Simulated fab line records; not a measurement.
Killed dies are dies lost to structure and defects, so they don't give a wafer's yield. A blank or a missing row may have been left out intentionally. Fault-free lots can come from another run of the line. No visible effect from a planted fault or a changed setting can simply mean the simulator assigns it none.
Matching of chambers + flow n5-finfet + N5_GATE_CUT_STRIP_59 on rie-diel-02 has 4 sister chambers
The step strips in N2/H2, time 20 s. 4 wafers are shown with their chamber, then 8 later ones without.

## WAFERS WITH THEIR CHAMBER
| wafer  | chamber | drypump-motor-current-A (A) |
|--------|---------|-----------------------------|
| L083.6 | 2       | 5.95                        |
| L090.2 | 3       | 6.16                        |
| L090.5 | 1       | 5.97                        |
| L091.4 | 0       | 5.49                        |

## WAFERS MISSING THEIR CHAMBER
| wafer  | drypump-motor-current-A (A) |
|--------|-----------------------------|
| L091.5 | 5.47                        |
| L091.6 | 5.97                        |
| L093.3 | 5.96                        |
| L093.5 | 5.94                        |
| L093.6 | 6.15                        |
| L097.1 | 5.96                        |
| L097.2 | 5.98                        |
| L097.6 | 5.98                        |

## WHICH CHAMBER EACH WENT THROUGH
| wafer  | from the rows above     | in truth |
|--------|-------------------------|----------|
| L091.5 | 0                       | 0        |
| L091.6 | can't be placed: 1 or 2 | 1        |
| L093.3 | can't be placed: 1 or 2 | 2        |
| L093.5 | can't be placed: 2 or 1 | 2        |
| L093.6 | 3                       | 3        |
| L097.1 | can't be placed: 1 or 2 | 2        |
| L097.2 | can't be placed: 1 or 2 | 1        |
| L097.6 | can't be placed: 1 or 2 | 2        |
Correct placement for 2 of the 8. Unplaceable from these rows: 6, with the true chamber sitting among the candidates in 6. Placed wrongly: 0.
How it was worked out, from the rows above alone: a wafer's distance from a chamber is the root of the sum, over the readings, of the square of ((its reading less the chamber's mean) divided by the reading's scatter). If the next closest chamber is less than 2 further off than the closest, the wafer can't be placed; otherwise it belongs to the closest. A chamber's mean is the mean of its shown wafers. The scatter: root of mean squared gap, hidden wafer to nearest shown wafer, with one shown wafer a chamber.
